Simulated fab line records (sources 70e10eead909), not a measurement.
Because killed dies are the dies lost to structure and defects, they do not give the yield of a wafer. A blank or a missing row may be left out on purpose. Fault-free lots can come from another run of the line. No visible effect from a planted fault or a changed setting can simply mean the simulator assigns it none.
Tool commonality check ; flow nand_harc ; 6 lots, 16 wafers sampled

== WHY THIS WAS OPENED ==
On 1 of the 6 lots, a flag is raised at NHARC_END_SORT_01 on the reading killed_at_periphery. Fault-free wafers read 3.6, with a standard deviation of 2.5.
Rule: flag the lot when none of its wafers has a number, or when each of its wafers that has one lies beyond 4 standard deviations from that mean. As for the other lots, they are considered sound.

lot;measured;on;killed_at_periphery, wafer by wafer;flag
L879;day 21 12:53;prober-02;8 3 2;
L885;day 22 04:41;prober-01;5 5 6;
L886;day 22 14:58;prober-01;656;FLAGGED
L891;day 23 03:58;prober-02;3 5 4;
L897;day 24 04:13;prober-02;3 4 2;
L895;day 25 01:52;prober-02;2 2 6;
Averaged over the flagged lots the numbers come to 656.0, +652.4 from the usual (+99 or more standard deviations).

== TOOL THAT RAN EACH LOT ==
4 process steps preceding the reading are held in the record, out of 1159 steps in the route. Each cell gives the tool, then ch followed by the chambers the sampled wafers passed through, then the start.
lot;flag;NHARC_P_ZERO_WELL_DESCUM_54;NHARC_P_STI_ETCH_42;NHARC_P_GATE_EXPOSE_08;NHARC_P_GATE_DEP_103
L879;;rie_diel-04 ch 0,1,3, day 2 23:41;rie_diel-08 ch 0,2,3, day 3 21:23;krf_scanner-04 ch 0, day 5 11:52;pecvd-01 ch 1,2, day 6 05:45
L885;;rie_diel-05 ch 0,1,2, day 4 12:01;rie_diel-03 ch 0,1,3, day 5 05:13;krf_scanner-02 ch 0, day 6 15:50;pecvd-04 ch 0,1,2, day 7 05:14
L886;FLAGGED;rie_diel-04 ch 0,1,3, day 4 18:07;rie_diel-12 ch 2,3, day 5 12:37;krf_scanner-04 ch 0, day 7 07:50;pecvd-01 ch 0,1, day 7 21:00
L891;;rie_diel-02 ch 0,1, day 5 23:54;rie_diel-12 ch 0,1, day 6 20:26;krf_scanner-02 ch 0, day 8 09:41;pecvd-01 ch 0,1, day 8 22:46
L897;;rie_diel-05 ch 0,1,2, day 7 12:01;rie_diel-08 ch 0,1,3, day 8 02:16;krf_scanner-02 ch 0, day 9 14:40;pecvd-03 ch 0,1,2, day 10 04:22
L895;;rie_diel-02 ch 1,3, day 6 23:49;rie_diel-12 ch 1,2,3, day 7 18:08;krf_scanner-03 ch 0, day 9 08:44;pecvd-04 ch 1,2, day 9 22:53
What these steps do:
- NHARC_P_ZERO_WELL_DESCUM_54: chemistry O2, time 3 s.
- NHARC_P_STI_ETCH_42: etches the open film in N2/H2, target depth 80 nm, overetch 24 nm, time 61 s.
- NHARC_P_GATE_EXPOSE_08: exposes mask P HV.
- NHARC_P_GATE_DEP_103: deposits SiON, target thk 30 nm.
- NHARC_END_SORT_01

== FLAGGED AGAINST TOTAL, ONE TOOL AT A TIME (gauges that did the reading follow at the end) ==
step;tool;lots run;flagged;share of the flagged lots;sound lots run after its first flagged lot
NHARC_P_ZERO_WELL_DESCUM_54;rie_diel-02;2;0;none;-
NHARC_P_ZERO_WELL_DESCUM_54;rie_diel-04;2;1;all;0
NHARC_P_ZERO_WELL_DESCUM_54;rie_diel-05;2;0;none;-
NHARC_P_STI_ETCH_42;rie_diel-03;1;0;none;-
NHARC_P_STI_ETCH_42;rie_diel-08;2;0;none;-
NHARC_P_STI_ETCH_42;rie_diel-12;3;1;all;2 (L891,L895)
NHARC_P_GATE_EXPOSE_08;krf_scanner-02;3;0;none;-
NHARC_P_GATE_EXPOSE_08;krf_scanner-03;1;0;none;-
NHARC_P_GATE_EXPOSE_08;krf_scanner-04;2;1;all;0
NHARC_P_GATE_DEP_103;pecvd-01;3;1;all;1 (L891)
NHARC_P_GATE_DEP_103;pecvd-03;1;0;none;-
NHARC_P_GATE_DEP_103;pecvd-04;2;0;none;-
NHARC_END_SORT_01;prober-01;2;1;all;0
NHARC_END_SORT_01;prober-02;4;0;none;-

== WHAT THE TABLE ALLOWS ==
5 rows of the table ran every flagged lot: rie_diel-04 at NHARC_P_ZERO_WELL_DESCUM_54, rie_diel-12 at NHARC_P_STI_ETCH_42, krf_scanner-04 at NHARC_P_GATE_EXPOSE_08, pecvd-01 at NHARC_P_GATE_DEP_103, prober-01 at NHARC_END_SORT_01.
- rie_diel-04 at NHARC_P_ZERO_WELL_DESCUM_54 ran 2 lots, 1 of them flagged. A fault beginning between L879 (day 2 23:41), its last sound lot, and L886 (day 4 18:07), its first flagged one, fits the data.
- rie_diel-12 at NHARC_P_STI_ETCH_42 ran 3 lots, 1 of them flagged. Sound lots ran on it after the first flagged one (L891, L895), which a lasting fault on the whole tool wouldn't allow.
- krf_scanner-04 at NHARC_P_GATE_EXPOSE_08 ran 2 lots, 1 of them flagged. A fault beginning between L879 (day 5 11:52), its last sound lot, and L886 (day 7 07:50), its first flagged one, fits the data.
- pecvd-01 at NHARC_P_GATE_DEP_103 ran 3 lots, 1 of them flagged. Sound lots ran on it after the first flagged one (L891), which a lasting fault on the whole tool wouldn't allow.
- prober-01 at NHARC_END_SORT_01 ran 2 lots, 1 of them flagged. A fault beginning between L885 (day 22 04:41), its last sound lot, and L886 (day 22 14:58), its first flagged one, fits the data.
Counting lots can't tell these 3 tools apart, because each fits a fault that began at some hour. More lots, or a look at what each step does to the wafer, might.

== WHAT THE SIMULATOR PUT IN ==
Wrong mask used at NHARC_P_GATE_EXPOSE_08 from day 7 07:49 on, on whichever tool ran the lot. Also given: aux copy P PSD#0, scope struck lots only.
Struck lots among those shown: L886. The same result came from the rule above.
